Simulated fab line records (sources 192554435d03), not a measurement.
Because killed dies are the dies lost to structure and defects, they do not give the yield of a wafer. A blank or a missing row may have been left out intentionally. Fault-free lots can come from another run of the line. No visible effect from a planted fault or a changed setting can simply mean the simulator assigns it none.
Which tool did it?	flow n5 finfet	Sampling: 22 lots, 66 wafers, 6 of 1938 route steps

WHAT THE GAUGES READ, wafer by wafer
N5_BEOL_M13_CD_MEAS_28: the cd target is 209.5 nm. Usual: cd nm 210.1 nm, standard deviation 1.7.
lot	measured	on	cd nm (nm)	flag
L074	day 11 14:41	cd sem-03	208.1 208.5 208.4	
L075	day 11 14:44	cd sem-01	212.2 208.3 210.1	
L077	day 11 19:28	cd sem-03	212.7 209.6 211.4	
L079	day 12 08:42	cd sem-02	208.6 207.2 209.1	
L080	day 12 08:55	cd sem-03	208.6 207.9 208.7	
L078	day 12 10:06	cd sem-03	207.6 207.3 208.3	
L081	day 12 17:40	cd sem-03	211.3 211.9 212.0	
L082	day 13 01:24	cd sem-03	213.4 210.7 212.2	
L083	day 13 07:55	cd sem-02	210.1 209.6 209.0	
L084	day 13 14:58	cd sem-01	207.2 207.8 206.2	
L086	day 13 15:53	cd sem-01	209.8 210.8 212.9	
L085	day 14 00:29	cd sem-03	210.2 208.5 208.3	
L087	day 14 15:05	cd sem-01	209.4 210.9 211.2	
L090	day 15 01:19	cd sem-02	209.5 211.9 209.5	
L088	day 15 02:21	cd sem-02	210.7 210.6 213.3	
L092	day 15 04:45	cd sem-03	208.7 209.0 211.0	
L089	day 15 14:06	cd sem-02	209.7 210.8 211.5	
L093	day 15 20:59	cd sem-03	209.5 209.1 210.8	
L094	day 16 13:52	cd sem-01	208.3 208.9 206.4	
L095	day 16 14:47	cd sem-01	209.8 208.7 210.5	
L096	day 16 21:40	cd sem-03	210.8 210.3 211.4	
L097	day 17 06:53	cd sem-03	210.1 213.1 210.8	

N5_BEOL_M14_CD_MEAS_17: the cd target is 250 nm. Usual: cd nm 250.1 nm, standard deviation 1.8.
lot	measured	on	cd nm (nm)	flag
L074	day 11 18:18	cd sem-02	249.1 249.9 250.3	
L075	day 11 18:28	cd sem-01	247.5 247.9 248.0	
L077	day 11 23:56	cd sem-02	254.6 250.9 252.3	
L079	day 12 17:44	cd sem-01	247.5 249.2 252.8	
L080	day 12 15:14	cd sem-01	251.4 251.9 249.1	
L078	day 12 18:37	cd sem-02	252.3 251.3 251.4	
L081	day 12 22:22	cd sem-01	250.5 251.3 249.9	
L082	day 13 06:49	cd sem-03	249.4 248.1 249.5	
L083	day 13 14:30	cd sem-03	248.3 249.0 249.6	
L084	day 14 00:11	cd sem-03	248.8 251.7 249.0	
L086	day 14 01:50	cd sem-03	250.2 248.2 247.4	
L085	day 14 05:43	cd sem-03	249.9 249.5 247.8	
L087	day 14 22:20	cd sem-02	248.9 247.8 249.4	
L090	day 15 07:49	cd sem-03	249.9 247.5 249.3	
L088	day 15 08:45	cd sem-03	250.5 251.2 248.2	
L092	day 15 09:05	cd sem-01	250.8 246.8 253.6	
L089	day 15 20:13	cd sem-03	250.6 251.1 251.8	
L093	day 16 03:42	cd sem-02	252.4 253.8 251.1	
L094	day 16 21:01	cd sem-03	251.2 252.7 251.3	
L095	day 16 22:22	cd sem-02	253.1 253.3 256.1	
L096	day 17 03:29	cd sem-03	250.8 250.9 250.0	
L097	day 17 12:17	cd sem-02	250.5 250.0 250.7	

TOOL THAT RAN EACH LOT (tool first, then ch and the chambers of the sampled wafers, then the start)
lot	N5_BEOL_M12_TRENCH_ETCH_34	N5_BEOL_M13_ETCH_67	N5_BEOL_M13_STRIP_37	N5_BEOL_M14_STRIP_63
L074	rie diel-02 ch 0,1,3, day 11 09:15	rie diel-06 ch 1,2,3, day 11 14:49	plasma asher-02 ch 0,1, day 11 15:24	rie diel-04 ch 0,1,3, day 11 18:18 or earlier
L075	rie diel-03 ch 0,1,3, day 11 09:33	rie diel-05 ch 0,1,3, day 11 14:51	plasma asher-01 ch 0,1, day 11 15:26	rie diel-03 ch 0,1,3, day 11 18:28 or earlier
L077	rie diel-04 ch 1,2,3, day 11 09:49	rie diel-05 ch 1,3, day 11 19:38	plasma asher-02 ch 0,1, day 11 20:14	rie diel-04 ch 0,1,3, day 11 23:56 or earlier
L079	rie diel-04 ch 0,2,3, day 12 02:32	rie diel-01 ch 0,1,3, day 12 08:49	plasma asher-01 ch 0,1, day 12 09:24	rie diel-03 ch 0,1,2, day 12 17:44 or earlier
L080	rie diel-02 ch 2,3, day 12 03:51	rie diel-06 ch 0,3, day 12 09:02	plasma asher-01 ch 0,1, day 12 09:37	rie diel-04 ch 0,1,2, day 12 15:14 or earlier
L078	rie diel-04 ch 1,2,3, day 12 04:14	rie diel-06 ch 0,3, day 12 10:13	plasma asher-02 ch 0,1, day 12 10:48	rie diel-04 ch 1,2,3, day 12 18:37 or earlier
L081	rie diel-03 ch 0,2,3, day 12 10:02	rie diel-06 ch 1,2, day 12 17:55	plasma asher-01 ch 0,1, day 12 18:30	rie diel-04 ch 0,2,3, day 12 22:22 or earlier
L082	rie diel-02 ch 2,3, day 12 21:56	rie diel-05 ch 0,1,2, day 13 01:34	plasma asher-02 ch 0,1, day 13 02:19	rie diel-03 ch 0,1,3, day 13 06:49 or earlier
L083	rie diel-03 ch 1,3, day 12 23:25	rie diel-01 ch 0,2, day 13 08:02	plasma asher-02 ch 0,1, day 13 08:38	rie diel-03 ch 2,3, day 13 14:30 or earlier
L084	rie diel-02 ch 0,1,2, day 13 07:40	rie diel-05 ch 0,1,2, day 13 15:22	plasma asher-01 ch 0,1, day 13 15:56	rie diel-02 ch 1,2, day 14 00:11 or earlier
L086	rie diel-04 ch 0,1,3, day 13 10:29	rie diel-01 ch 0,2,3, day 13 16:02	plasma asher-02 ch 0,1, day 13 16:37	rie diel-03 ch 0,2,3, day 14 01:50 or earlier
L085	rie diel-04 ch 0,1,3, day 13 17:16	rie diel-05 ch 0,1,2, day 14 00:37	plasma asher-02 ch 0,1, day 14 01:13	rie diel-03 ch 0,1,3, day 14 05:43 or earlier
L087	rie diel-02 ch 0,1,2, day 14 09:28	rie diel-01 ch 0,2,3, day 14 15:13	plasma asher-01 ch 0,1, day 14 15:47	rie diel-04 ch 0,2, day 14 22:20 or earlier
L090	rie diel-03 ch 0,3, day 14 16:34	rie diel-06 ch 0,2,3, day 15 01:26	plasma asher-02 ch 0,1, day 15 02:02	rie diel-03 ch 0,1,2, day 15 07:49 or earlier
L088	rie diel-04 ch 1,2,3, day 14 16:55	rie diel-05 ch 1,2,3, day 15 02:28	plasma asher-01 ch 0,1, day 15 03:04	rie diel-03 ch 0,1,3, day 15 08:45 or earlier
L092	rie diel-04 ch 0,1,2, day 15 00:39	rie diel-06 ch 1,2,3, day 15 05:04	plasma asher-02 ch 0,1, day 15 05:39	rie diel-03 ch 0,1,3, day 15 09:05 or earlier
L089	rie diel-04 ch 0,1,3, day 15 09:21	rie diel-01 ch 1,2,3, day 15 14:49	plasma asher-01 ch 0,1, day 15 15:23	rie diel-02 ch 1,2,3, day 15 20:13 or earlier
L093	rie diel-04 ch 0,1, day 15 16:10	rie diel-01 ch 0,1,2, day 15 21:11	plasma asher-02 ch 0,1, day 15 21:42	rie diel-02 ch 1,2, day 16 03:42 or earlier
L094	rie diel-02 ch 1,2,3, day 16 06:29	rie diel-05 ch 1,2,3, day 16 14:00	plasma asher-01 ch 0,1, day 16 14:35	rie diel-02 ch 0,1,3, day 16 21:01 or earlier
L095	rie diel-03 ch 0,2,3, day 16 07:40	rie diel-06 ch 0,1,3, day 16 14:54	plasma asher-02 ch 0,1, day 16 15:30	rie diel-02 ch 1,3, day 16 22:22 or earlier
L096	rie diel-03 ch 1,3, day 16 16:38	rie diel-06 ch 1,2, day 16 21:47	plasma asher-01 ch 0,1, day 16 22:23	rie diel-03 ch 1,2, day 17 03:29 or earlier
L097	rie diel-02 ch 0,1,3, day 17 01:19	rie diel-01 ch 2,3, day 17 07:00	plasma asher-01 ch 0, day 17 07:35	rie diel-04 ch 0,2, day 17 12:17 or earlier
- N5_BEOL_M12_TRENCH_ETCH_34: etches SiOC in C4F8/O2/Ar, target depth 318.95 nm, time 125.5 s.
- N5_BEOL_M13_ETCH_67: etches SiARC in CF4, target depth 143 nm, time 238.3 s.
- N5_BEOL_M13_STRIP_37: strips in N2/H2.
- N5_BEOL_M14_STRIP_63: strips in O2.

WHAT THE TOOLS THEMSELVES READ (means of the sampled wafers that have a number; where no wafer has one, the mark that the record gives instead)
N5_BEOL_M12_TRENCH_ETCH_34. Usual: C4F8_flow_sccm 15.00 sccm, standard deviation 0.043; bias w 699.9 W, standard deviation 2.2; drypump motor current A 5.8 A, standard deviation 0.39; he outer torr 30.00 Torr, standard deviation 0.061; oes product au 0.82 a.u., standard deviation 0.076; rf vpp V 666 V, standard deviation 3.2; showerhead plenum p Torr 3.44 Torr, standard deviation 0.11; throttle valve pct 24.13 %, standard deviation 0.13.
lot	tool	C4F8_flow_sccm (sccm)	bias w (W)	drypump motor current A (A)	he outer torr (Torr)	oes product au (a.u.)	rf vpp V (V)	showerhead plenum p Torr (Torr)	throttle valve pct (%)	flag
L074	rie diel-02	15.05	700.3	6.0	30.09	0.83	668	3.53	23.98	
L075	rie diel-03	15.01	699.4	6.1	29.98	0.87	666	3.44	24.20	
L077	rie diel-04	15.00	699.0	5.8	29.99	0.85	665	3.41	24.09	
L079	rie diel-04	14.99	698.9	5.8	30.08	0.87	666	3.44	24.06	
L080	rie diel-02	15.01	700.5	6.2	30.07	0.69	665	3.43	24.08	
L078	rie diel-04	15.01	697.9	5.8	29.97	0.83	665	3.41	24.10	
L081	rie diel-03	15.01	699.8	5.5	30.03	0.86	665	3.39	24.15	
L082	rie diel-02	15.02	700.0	6.2	30.02	0.69	666	3.43	24.09	
L083	rie diel-03	14.97	697.7	6.1	29.99	0.82	667	3.45	24.22	
L084	rie diel-02	15.04	699.1	5.8	30.03	0.81	666	3.44	24.10	
L086	rie diel-04	15.00	701.1	5.6	30.05	0.78	667	3.48	24.10	
L085	rie diel-04	14.97	699.2	5.6	29.97	0.78	667	3.48	24.10	
L087	rie diel-02	15.00	699.5	5.8	29.97	0.80	666	3.43	24.11	
L090	rie diel-03	14.98	699.5	6.0	29.96	0.81	665	3.40	24.17	
L088	rie diel-04	15.03	699.5	5.8	29.99	0.79	665	3.40	24.12	
L092	rie diel-04	14.97	699.0	5.9	30.02	0.82	667	3.50	24.16	
L089	rie diel-04	14.99	702.5	5.6	30.00	0.76	667	3.47	24.12	
L093	rie diel-04	15.01	704.0	5.6	29.99	0.78	669	3.58	24.16	
L094	rie diel-02	14.99	699.3	5.9	29.96	0.84	666	3.45	24.01	
L095	rie diel-03	14.99	701.3	5.5	30.01	0.82	664	3.37	24.20	
L096	rie diel-03	14.97	700.5	6.1	29.96	0.79	666	3.44	24.25	
L097	rie diel-02	14.99	700.8	6.0	30.02	0.85	667	3.50	23.97	

N5_BEOL_M13_ETCH_67. Usual: bias w 36.00 W (standard deviation 0.11); drypump motor current A 5.9 A (standard deviation 0.38); etch rf on time s 235 s (standard deviation 5.8); oes product au 0.68 a.u. (standard deviation 0.086); rf vpp V 183.8 V (standard deviation 1.2); showerhead plenum p Torr 2.14 Torr (standard deviation 0.089); throttle valve pct 15.66 % (standard deviation 0.29).
lot	tool	bias w (W)	drypump motor current A (A)	etch rf on time s (s)	oes product au (a.u.)	rf vpp V (V)	showerhead plenum p Torr (Torr)	throttle valve pct (%)	flag
L074	rie diel-06	36.19	5.7	237	0.62	183.0	2.07	15.80	
L075	rie diel-05	36.03	6.2	235	0.66	184.2	2.20	15.72	
L077	rie diel-05	35.97	6.0	230	0.62	183.9	2.15	15.66	
L079	rie diel-01	36.02	6.0	240	0.59	184.3	2.12	15.86	
L080	rie diel-06	36.08	6.0	240	0.61	183.1	2.12	15.95	
L078	rie diel-06	35.94	5.9	241	0.62	185.5	2.13	15.88	
L081	rie diel-06	35.93	5.5	230	0.72	182.4	2.02	15.57	
L082	rie diel-05	35.95	6.2	231	0.73	184.9	2.23	15.46	
L083	rie diel-01	35.91	5.9	236	0.64	182.7	2.04	15.64	
L084	rie diel-05	35.92	6.2	232	0.73	184.0	2.23	15.48	
L086	rie diel-01	35.99	5.7	236	0.64	183.0	2.10	15.69	
L085	rie diel-05	36.12	6.2	230	0.73	184.2	2.23	15.48	
L087	rie diel-01	36.00	5.7	237	0.63	182.6	2.10	15.72	
L090	rie diel-06	35.96	5.8	235	0.62	183.0	2.07	15.91	
L088	rie diel-05	35.99	6.1	231	0.75	185.5	2.20	15.38	
L092	rie diel-06	36.01	5.7	235	0.67	183.6	2.07	15.69	
L089	rie diel-01	36.01	5.6	235	0.69	183.4	2.12	15.61	
L093	rie diel-01	35.97	5.8	237	0.77	183.8	2.15	15.38	
L094	rie diel-05	36.01	6.1	228	0.73	183.6	2.19	15.42	
L095	rie diel-06	36.09	5.7	237	0.65	184.0	2.11	15.71	
L096	rie diel-06	36.04	5.5	229	0.68	182.0	2.01	15.62	
L097	rie diel-01	36.05	5.5	228	0.79	183.8	2.15	15.48	

N5_BEOL_M13_STRIP_37. Usual: drypump motor current A 5.68 A, standard deviation 0.22; heater power w 338 W, standard deviation 51; oes product au 0.783 a.u., standard deviation 0.011.
lot	tool	drypump motor current A (A)	heater power w (W)	oes product au (a.u.)	flag
L074	plasma asher-02	5.85	395	0.781	
L075	plasma asher-01	5.58	305	0.770	
L077	plasma asher-02	5.65	357	0.782	
L079	plasma asher-01	5.67	302	0.783	
L080	plasma asher-01	5.68	298	0.794	
L078	plasma asher-02	5.66	357	0.783	
L081	plasma asher-01	5.66	298	0.776	
L082	plasma asher-02	5.65	358	0.785	
L083	plasma asher-02	5.66	363	0.787	
L084	plasma asher-01	5.69	297	0.780	
L086	plasma asher-02	5.84	391	0.786	
L085	plasma asher-02	5.84	396	0.779	
L087	plasma asher-01	5.59	305	0.796	
L090	plasma asher-02	5.65	362	0.785	
L088	plasma asher-01	5.65	300	0.777	
L092	plasma asher-02	5.66	364	0.776	
L089	plasma asher-01	5.65	303	0.776	
L093	plasma asher-02	5.69	363	0.785	
L094	plasma asher-01	5.66	299	0.784	
L095	plasma asher-02	5.68	359	0.786	
L096	plasma asher-01	5.65	304	0.786	
L097	plasma asher-01	5.50	309	0.779	

N5_BEOL_M14_STRIP_63. Usual: drypump motor current A 5.8 A, standard deviation 0.43; oes product au 0.83 a.u., standard deviation 0.066; rf vpp V 3.7 V, standard deviation 0.86; showerhead plenum p Torr 2.10 Torr, standard deviation 0.072; throttle valve pct 16.54 %, standard deviation 0.15.
lot	tool	drypump motor current A (A)	oes product au (a.u.)	rf vpp V (V)	showerhead plenum p Torr (Torr)	throttle valve pct (%)	flag
L074	rie diel-04	5.6	0.79	4.1	2.14	16.50	
L075	rie diel-03	6.0	0.85	4.5	2.10	16.54	
L077	rie diel-04	5.6	0.79	3.4	2.14	16.51	
L079	rie diel-03	5.6	0.87	3.5	2.07	16.52	
L080	rie diel-04	5.8	0.83	4.3	2.16	16.51	
L078	rie diel-04	5.8	0.82	2.7	2.09	16.56	
L081	rie diel-04	5.7	0.86	3.3	2.10	16.46	
L082	rie diel-03	6.0	0.84	3.8	2.09	16.58	
L083	rie diel-03	5.7	0.82	3.9	2.08	16.58	
L084	rie diel-02	5.8	0.77	3.7	2.07	16.66	
L086	rie diel-03	5.5	0.84	3.2	2.06	16.50	
L085	rie diel-03	6.0	0.83	3.0	2.09	16.59	
L087	rie diel-04	5.8	0.85	2.9	2.16	16.47	
L090	rie diel-03	5.6	0.84	3.3	2.06	16.54	
L088	rie diel-03	6.0	0.82	4.3	2.09	16.60	
L092	rie diel-03	6.0	0.81	4.0	2.09	16.61	
L089	rie diel-02	5.9	0.84	3.6	2.11	16.47	
L093	rie diel-02	5.7	0.80	3.3	2.14	16.57	
L094	rie diel-02	5.9	0.86	3.8	2.15	16.39	
L095	rie diel-02	6.1	0.92	3.4	2.16	16.27	
L096	rie diel-03	5.3	0.83	4.4	2.06	16.60	
L097	rie diel-04	6.0	0.85	4.3	2.11	16.53	

THE ANSWER, worked out from the rows above alone
Rule: take the mean of a lot's wafers that have a number; if it is more than 3 standard deviations from the usual mean, the lot is off. A lot without any number at a reading at which 4 lots or more have one is off too. All remaining lots with rows at the step are treated as sound. The gauges are gone through in route order, then the tools' own readings, and for those a lot's mean is taken as printed above. The first step at which some lot is off is used, and at that step the reading that is off furthest; a lot without a number counts as furthest.
Nothing can be told from this: no lot is off at any reading shown.

WHAT HAD BEEN PUT IN BY THE SIMULATOR
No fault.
